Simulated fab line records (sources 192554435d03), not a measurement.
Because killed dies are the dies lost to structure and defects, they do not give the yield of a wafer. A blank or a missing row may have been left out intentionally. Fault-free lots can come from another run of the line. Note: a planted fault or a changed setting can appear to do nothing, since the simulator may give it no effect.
Split-lot study    flow n5_finfet    route with 1938 steps; 7 lots, 39 wafers read

ABOUT THE SPLIT
At N5_PASSIVATION_ETCH_54 (etches SiO2 in CHF3/O2, target depth 880 nm, time 440 s), the setting target_depth_a was moved away from the recipe's 8800 angstrom on 12 of the 39 wafers read, by -35.4% to +37.3%. For the rest of the wafers, this setting stayed at what the recipe calls for.

The reading is taken at the split's own step.

THE READING
PASSIVATION.feature_depth_nm (the simulator's own value, which no gauge read), in nm, at N5_PASSIVATION_ETCH_54 (etches SiO2 in CHF3/O2, target depth 880 nm, time 440 s). There is no usual value for it anywhere in the file. Across the 27 wafers here that went through the recipe, the average is 871.9 nm and the standard deviation 29 nm.

wafer   tool, chamber at the split  target_depth_a as run, angstrom  against the recipe  PASSIVATION.feature_depth_nm, nm  against lot-mates on the recipe
L074.1  rie_diel-01, 3              8800                             recipe              929.8                             -
L074.2  rie_diel-01, 2              8800                             recipe              885.8                             -
L074.3  rie_diel-01, 0              8800                             recipe              837.6                             -
L074.4  rie_diel-01, 1              8800                             recipe              866.2                             -
L074.5  rie_diel-01, 0              8800                             recipe              834.2                             -
L074.6  rie_diel-01, 3              8800                             recipe              940                               -
L076.1  rie_diel-03, 2              6830                             -22.4%              655.8                             -221.5
L076.2  rie_diel-03, 1              6830                             -22.4%              675                               -202.3
L076.3  rie_diel-03, 3              8800                             recipe              876                               -
L076.4  rie_diel-03, 0              8800                             recipe              877.2                             -
L076.5  rie_diel-03, 3              8800                             recipe              878.6                             -
L076.6  rie_diel-03, 0              6830                             -22.4%              681.4                             -195.9
L077.1  rie_diel-06, 1              11060                            +25.7%              1123                              +253.6
L077.2  rie_diel-06, 2              11060                            +25.7%              1043                              +173.6
L077.3  rie_diel-06, 0              8800                             recipe              888.6                             -
L077.4  rie_diel-06, 3              8800                             recipe              837.4                             -
L077.5  rie_diel-06, 0              8800                             recipe              882.2                             -
L077.6  rie_diel-06, 1              11060                            +25.7%              1126                              +256.6
L080.1  rie_diel-06, 0              8800                             recipe              887.4                             -
L080.2  rie_diel-06, 1              12080                            +37.3%              1240                              +378.3
L080.6  rie_diel-06, 1              12080                            +37.3%              1240                              +378.3
L080.3  rie_diel-06, 3              8800                             recipe              852                               -
L080.4  rie_diel-06, 2              8800                             recipe              845.6                             -
L080.5  rie_diel-06, 0              12080                            +37.3%              1214                              +352.3
L087.1  rie_diel-06, 1              5681                             -35.4%              582                               -286.8
L087.2  rie_diel-06, 3              8800                             recipe              856.6                             -
L087.3  rie_diel-06, 0              5681                             -35.4%              578                               -290.8
L087.4  rie_diel-06, 1              8800                             recipe              899.2                             -
L087.5  rie_diel-06, 0              5681                             -35.4%              580.6                             -288.2
L087.6  rie_diel-06, 3              8800                             recipe              850.6                             -
L091.1  rie_diel-01, 3              8800                             recipe              917                               -
L091.2  rie_diel-01, 2              8800                             recipe              878.2                             -
L091.3  rie_diel-01, 0              8800                             recipe              840.2                             -
L091.4  rie_diel-01, 1              8800                             recipe              848.4                             -
L091.5  rie_diel-01, 0              8800                             recipe              841.2                             -
L091.6  rie_diel-01, 1              8800                             recipe              848.2                             -
L094.4  rie_diel-01, 1              8800                             recipe              849                               -
L094.5  rie_diel-01, 3              8800                             recipe              914.8                             -
L094.6  rie_diel-01, 2              8800                             recipe              880.4                             -

FIT RESULTS
A straight line over all 39 wafers: PASSIVATION.feature_depth_nm changes by +8.94 nm for each +1% of target_depth_a; r = +0.98; the points scatter about the line by 29 nm.
The same after taking each lot's own level away (the mean of its wafers on the recipe; 39 wafers): +9.05 nm for each +1%; r = +0.98; scatter 29 nm.
Per that fit: largest target_depth_a move, reading shift of 3.4e+02 nm.
Measured against the standard deviation above, the lots' own levels, which go from 861.67 to 882.27 nm, span 0.7 times it.
Consequently the slope shifts little with the lot-to-lot level, the two slopes agreeing.
Check: with one of the wafers moved furthest among these (+37.3%) left out of the fit, the line predicts +336 nm for it against its lot-mates. It came out at +378 nm against them.

FURTHER SPLITS ON THESE WAFERS
Other splits were also applied to these wafers ahead of the reading. Each is held against what the fit with the lots' levels taken away leaves over:
other split on the same wafers       wafers away from the commonest value  r with PASSIVATION.feature_depth_nm (lot level and that fit taken away)
N5_BEOL_M13_SPUTTER_43 target_thk_a  18                                    -0.09

THE WHOLE CHAIN: every reading that the file lists as answering this split, in the file's order
step                    what it does                                             reading                                                                        change (the file's fit)               r (the file's)
N5_PASSIVATION_ETCH_54  etches SiO2 in CHF3/O2, target depth 880 nm, time 440 s  etch.depth_nm (the simulator's own value, which no gauge read)                 +9.06 nm for each +1% of the setting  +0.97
N5_PASSIVATION_ETCH_54  etches SiO2 in CHF3/O2, target depth 880 nm, time 440 s  PASSIVATION.feature_depth_nm (the simulator's own value, which no gauge read)  +9.06 nm for each +1% of the setting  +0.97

THE FILE'S OWN FIT
PASSIVATION.feature_depth_nm changes by +9.06 nm for each +1% of target_depth_a, r = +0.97.
